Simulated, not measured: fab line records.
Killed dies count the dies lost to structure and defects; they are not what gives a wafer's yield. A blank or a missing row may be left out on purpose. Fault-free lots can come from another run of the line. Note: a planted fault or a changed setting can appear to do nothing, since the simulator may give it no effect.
Chamber matching	flow nandHarc	NHARC_A_WL_FILL_ALD_10 on aldHk-04: 4 sister chambers
The step deposits SiO2, target thk 50 nm, pulse time 10 s, ald cycles 500. 8 wafers are shown with their chamber, then 9 later ones without.

WAFERS WITH THEIR CHAMBER
wafer	chamber	heaterPowerW (W)	precursorPulseHeightRel
L082.1	3	454	1.001
L084.5	2	462	0.999
L086.2	0	401	1.018
L086.4	2	450	1.003
L086.5	3	458	1.026
L088.3	0	405	0.997
L088.4	1	561	1.007
L088.6	1	551	1.057

WAFERS WITH NO CHAMBER GIVEN
wafer	heaterPowerW (W)	precursorPulseHeightRel
L091.1	407	0.998
L091.3	489	1.014
L091.4	457	1.011
L095.4	466	0.990
L095.1	559	0.993
L095.5	468	0.991
L093.1	545	0.964
L093.5	473	1.061
L093.6	544	1.006

CHAMBER TAKEN BY EACH
wafer	from the rows above	in truth
L091.1	0	0
L091.3	can't be placed: 3 or 2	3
L091.4	can't be placed: 3 or 2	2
L095.4	can't be placed: 2 or 3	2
L095.1	1	1
L095.5	can't be placed: 2 or 3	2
L093.1	1	1
L093.5	can't be placed: 3 or 2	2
L093.6	1	1
4 of 9 placed correctly. Not placeable from these rows: 5 (in 5, the candidates include the true chamber). Number placed wrongly: 0.
How it was worked out, from the rows above alone: a wafer's distance from a chamber is the root of the sum, over the readings, of the square of ((its reading less the chamber's mean) divided by the reading's scatter). If the next closest chamber is less than 2 further off than the closest, the wafer can't be placed; otherwise it belongs to the closest. Each chamber's mean is taken over the wafers shown for it. The scatter is the square root of a quotient: the sum, over the shown wafers, of each reading's squared deviation from its chamber's mean, divided by wafers minus chambers.
